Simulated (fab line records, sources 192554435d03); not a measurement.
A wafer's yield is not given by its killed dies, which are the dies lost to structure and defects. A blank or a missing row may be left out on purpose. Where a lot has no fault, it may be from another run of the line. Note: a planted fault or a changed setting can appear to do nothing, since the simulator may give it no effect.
Lot-split experiment :: flow n5Finfet :: 39 wafers read across 7 lots, on a route 1938 steps long

== ABOUT THE SPLIT ==
At N5_GATE_CUT_ALD_22 (deposits SiNx, target thk 16 nm, pulse time 1 s, ald cycles 320), the setting aldCycles was moved away from the recipe's 320 on 12 of the 39 wafers read, by -16.6% to +6.6%. All remaining wafers had this setting at the recipe value.

The reading is taken at the split's own step.

== THE READING ==
SiNx_of_GATE_CUT_ALD_22.thkNm (the simulator's own value, which no gauge read), in nm, at N5_GATE_CUT_ALD_22 (deposits SiNx, target thk 16 nm, pulse time 1 s, ald cycles 320). No usual value for it is given in the file. The 27 wafers here that ran the recipe average 16.0 nm, standard deviation 0.094 nm.

wafer: L076.1
tool, chamber at the split: aldSin-03, 0,1,0
aldCycles as run: 320
against the recipe: recipe
SiNx_of_GATE_CUT_ALD_22.thkNm, nm: 16
against lot-mates on the recipe: -

wafer: L076.3
tool, chamber at the split: aldSin-03, 0,1,0
aldCycles as run: 320
against the recipe: recipe
SiNx_of_GATE_CUT_ALD_22.thkNm, nm: 16
against lot-mates on the recipe: -

wafer: L076.5
tool, chamber at the split: aldSin-03, 0,1,0
aldCycles as run: 320
against the recipe: recipe
SiNx_of_GATE_CUT_ALD_22.thkNm, nm: 16
against lot-mates on the recipe: -

wafer: L079.1
tool, chamber at the split: aldSin-01, 1,0,3
aldCycles as run: 267
against the recipe: -16.6%
SiNx_of_GATE_CUT_ALD_22.thkNm, nm: 13.4
against lot-mates on the recipe: -2.7

wafer: L079.2
tool, chamber at the split: aldSin-01, 1,0,3
aldCycles as run: 267
against the recipe: -16.6%
SiNx_of_GATE_CUT_ALD_22.thkNm, nm: 13.4
against lot-mates on the recipe: -2.7

wafer: L079.4
tool, chamber at the split: aldSin-01, 1,0,3
aldCycles as run: 267
against the recipe: -16.6%
SiNx_of_GATE_CUT_ALD_22.thkNm, nm: 13.4
against lot-mates on the recipe: -2.7

wafer: L079.3
tool, chamber at the split: aldSin-01, 2
aldCycles as run: 320
against the recipe: recipe
SiNx_of_GATE_CUT_ALD_22.thkNm, nm: 16.2
against lot-mates on the recipe: -

wafer: L079.5
tool, chamber at the split: aldSin-01, 2
aldCycles as run: 320
against the recipe: recipe
SiNx_of_GATE_CUT_ALD_22.thkNm, nm: 16.2
against lot-mates on the recipe: -

wafer: L079.6
tool, chamber at the split: aldSin-01, 3
aldCycles as run: 320
against the recipe: recipe
SiNx_of_GATE_CUT_ALD_22.thkNm, nm: 16
against lot-mates on the recipe: -

wafer: L081.1
tool, chamber at the split: aldSin-02, 0,2,3
aldCycles as run: 336
against the recipe: +5.0%
SiNx_of_GATE_CUT_ALD_22.thkNm, nm: 16.8
against lot-mates on the recipe: +0.8

wafer: L081.3
tool, chamber at the split: aldSin-02, 0,2,3
aldCycles as run: 336
against the recipe: +5.0%
SiNx_of_GATE_CUT_ALD_22.thkNm, nm: 16.8
against lot-mates on the recipe: +0.8

wafer: L081.4
tool, chamber at the split: aldSin-02, 0,2,3
aldCycles as run: 336
against the recipe: +5.0%
SiNx_of_GATE_CUT_ALD_22.thkNm, nm: 16.8
against lot-mates on the recipe: +0.8

wafer: L081.2
tool, chamber at the split: aldSin-02, 1,3,0
aldCycles as run: 320
against the recipe: recipe
SiNx_of_GATE_CUT_ALD_22.thkNm, nm: 16
against lot-mates on the recipe: -

wafer: L081.5
tool, chamber at the split: aldSin-02, 1,3,0
aldCycles as run: 320
against the recipe: recipe
SiNx_of_GATE_CUT_ALD_22.thkNm, nm: 16
against lot-mates on the recipe: -

wafer: L081.6
tool, chamber at the split: aldSin-02, 1,3,0
aldCycles as run: 320
against the recipe: recipe
SiNx_of_GATE_CUT_ALD_22.thkNm, nm: 16
against lot-mates on the recipe: -

wafer: L091.1
tool, chamber at the split: aldSin-03, 2,3,3
aldCycles as run: 341
against the recipe: +6.6%
SiNx_of_GATE_CUT_ALD_22.thkNm, nm: 17
against lot-mates on the recipe: +1.1

wafer: L091.4
tool, chamber at the split: aldSin-03, 2,3,3
aldCycles as run: 341
against the recipe: +6.6%
SiNx_of_GATE_CUT_ALD_22.thkNm, nm: 17
against lot-mates on the recipe: +1.1

wafer: L091.6
tool, chamber at the split: aldSin-03, 2,3,3
aldCycles as run: 341
against the recipe: +6.6%
SiNx_of_GATE_CUT_ALD_22.thkNm, nm: 17
against lot-mates on the recipe: +1.1

wafer: L091.2
tool, chamber at the split: aldSin-03, 1,0
aldCycles as run: 320
against the recipe: recipe
SiNx_of_GATE_CUT_ALD_22.thkNm, nm: 16
against lot-mates on the recipe: -

wafer: L091.3
tool, chamber at the split: aldSin-03, 1,0
aldCycles as run: 320
against the recipe: recipe
SiNx_of_GATE_CUT_ALD_22.thkNm, nm: 16
against lot-mates on the recipe: -

wafer: L091.5
tool, chamber at the split: aldSin-03, 0
aldCycles as run: 320
against the recipe: recipe
SiNx_of_GATE_CUT_ALD_22.thkNm, nm: 15.8
against lot-mates on the recipe: -

wafer: L092.1
tool, chamber at the split: aldSin-02, 3
aldCycles as run: 339
against the recipe: +5.9%
SiNx_of_GATE_CUT_ALD_22.thkNm, nm: 17
against lot-mates on the recipe: +1.0

wafer: L092.6
tool, chamber at the split: aldSin-02, 3
aldCycles as run: 339
against the recipe: +5.9%
SiNx_of_GATE_CUT_ALD_22.thkNm, nm: 17
against lot-mates on the recipe: +1.0

wafer: L092.2
tool, chamber at the split: aldSin-02, 1,2,0
aldCycles as run: 320
against the recipe: recipe
SiNx_of_GATE_CUT_ALD_22.thkNm, nm: 16
against lot-mates on the recipe: -

wafer: L092.3
tool, chamber at the split: aldSin-02, 1,2,0
aldCycles as run: 320
against the recipe: recipe
SiNx_of_GATE_CUT_ALD_22.thkNm, nm: 16
against lot-mates on the recipe: -

wafer: L092.5
tool, chamber at the split: aldSin-02, 1,2,0
aldCycles as run: 320
against the recipe: recipe
SiNx_of_GATE_CUT_ALD_22.thkNm, nm: 16
against lot-mates on the recipe: -

wafer: L092.4
tool, chamber at the split: aldSin-02, 0
aldCycles as run: 339
against the recipe: +5.9%
SiNx_of_GATE_CUT_ALD_22.thkNm, nm: 16.8
against lot-mates on the recipe: +0.8

wafer: L093.1
tool, chamber at the split: aldSin-01, 2,1,3,0,1
aldCycles as run: 320
against the recipe: recipe
SiNx_of_GATE_CUT_ALD_22.thkNm, nm: 16
against lot-mates on the recipe: -

wafer: L093.2
tool, chamber at the split: aldSin-01, 2,1,3,0,1
aldCycles as run: 320
against the recipe: recipe
SiNx_of_GATE_CUT_ALD_22.thkNm, nm: 16
against lot-mates on the recipe: -

wafer: L093.3
tool, chamber at the split: aldSin-01, 2,1,3,0,1
aldCycles as run: 320
against the recipe: recipe
SiNx_of_GATE_CUT_ALD_22.thkNm, nm: 16
against lot-mates on the recipe: -

wafer: L093.4
tool, chamber at the split: aldSin-01, 2,1,3,0,1
aldCycles as run: 320
against the recipe: recipe
SiNx_of_GATE_CUT_ALD_22.thkNm, nm: 16
against lot-mates on the recipe: -

wafer: L093.6
tool, chamber at the split: aldSin-01, 2,1,3,0,1
aldCycles as run: 320
against the recipe: recipe
SiNx_of_GATE_CUT_ALD_22.thkNm, nm: 16
against lot-mates on the recipe: -

wafer: L093.5
tool, chamber at the split: aldSin-01, 0
aldCycles as run: 320
against the recipe: recipe
SiNx_of_GATE_CUT_ALD_22.thkNm, nm: 16.2
against lot-mates on the recipe: -

wafer: L095.1
tool, chamber at the split: aldSin-03, 3,2,0,1
aldCycles as run: 320
against the recipe: recipe
SiNx_of_GATE_CUT_ALD_22.thkNm, nm: 16
against lot-mates on the recipe: -

wafer: L095.2
tool, chamber at the split: aldSin-03, 3,2,0,1
aldCycles as run: 320
against the recipe: recipe
SiNx_of_GATE_CUT_ALD_22.thkNm, nm: 16
against lot-mates on the recipe: -

wafer: L095.3
tool, chamber at the split: aldSin-03, 3,2,0,1
aldCycles as run: 320
against the recipe: recipe
SiNx_of_GATE_CUT_ALD_22.thkNm, nm: 16
against lot-mates on the recipe: -

wafer: L095.4
tool, chamber at the split: aldSin-03, 3,2,0,1
aldCycles as run: 320
against the recipe: recipe
SiNx_of_GATE_CUT_ALD_22.thkNm, nm: 16
against lot-mates on the recipe: -

wafer: L095.5
tool, chamber at the split: aldSin-03, 0,1
aldCycles as run: 320
against the recipe: recipe
SiNx_of_GATE_CUT_ALD_22.thkNm, nm: 15.8
against lot-mates on the recipe: -

wafer: L095.6
tool, chamber at the split: aldSin-03, 0,1
aldCycles as run: 320
against the recipe: recipe
SiNx_of_GATE_CUT_ALD_22.thkNm, nm: 15.8
against lot-mates on the recipe: -
Rows listing several chambers each stand for several wafers; the file does not say which wafer went through which chamber.

FIT RESULTS
A straight line over all 39 wafers: SiNx_of_GATE_CUT_ALD_22.thkNm changes by +0.157 nm for each +1% of aldCycles; r = +1.00; the points scatter about the line by 0.085 nm.
The same after taking each lot's own level away (the mean of its wafers on the recipe; 39 wafers): +0.164 nm for each +1%; r = +1.00; scatter 0.068 nm.
The reading moves by 2.7 nm for the largest change in aldCycles, on that fit.
The span of the lots' own levels, 15.93 to 16.13 nm, comes to 2.1 times the standard deviation stated above.
The two slopes are in agreement: the lot-to-lot level therefore moves the slope only a little.
Check: for one of the wafers moved furthest among these (-16.6%), held out of the fit, the line's prediction against its lot-mates is -2.71 nm. It came out at -2.73 nm against them.

== FURTHER SPLITS ON THESE WAFERS ==
Before the reading, these wafers also passed through other splits. Each is held against what the fit with the lots' levels taken away leaves over:
other split on the same wafers: N5_ZERO_LAYER_PECVD_02 targetThkA
wafers away from the commonest value: 15
r with SiNx_of_GATE_CUT_ALD_22.thkNm (lot level and that fit taken away): -0.03

other split on the same wafers: N5_HKMG_FIN_ETCH_54 sourceW
wafers away from the commonest value: 15
r with SiNx_of_GATE_CUT_ALD_22.thkNm (lot level and that fit taken away): -0.06

other split on the same wafers: N5_HKMG_FIN_ETCH_31 biasW
wafers away from the commonest value: 18
r with SiNx_of_GATE_CUT_ALD_22.thkNm (lot level and that fit taken away): -0.06

== THE FILE'S OWN FIT ==
SiNx_of_GATE_CUT_ALD_22.thkNm changes by +0.164 nm for each +1% of aldCycles, r = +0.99.
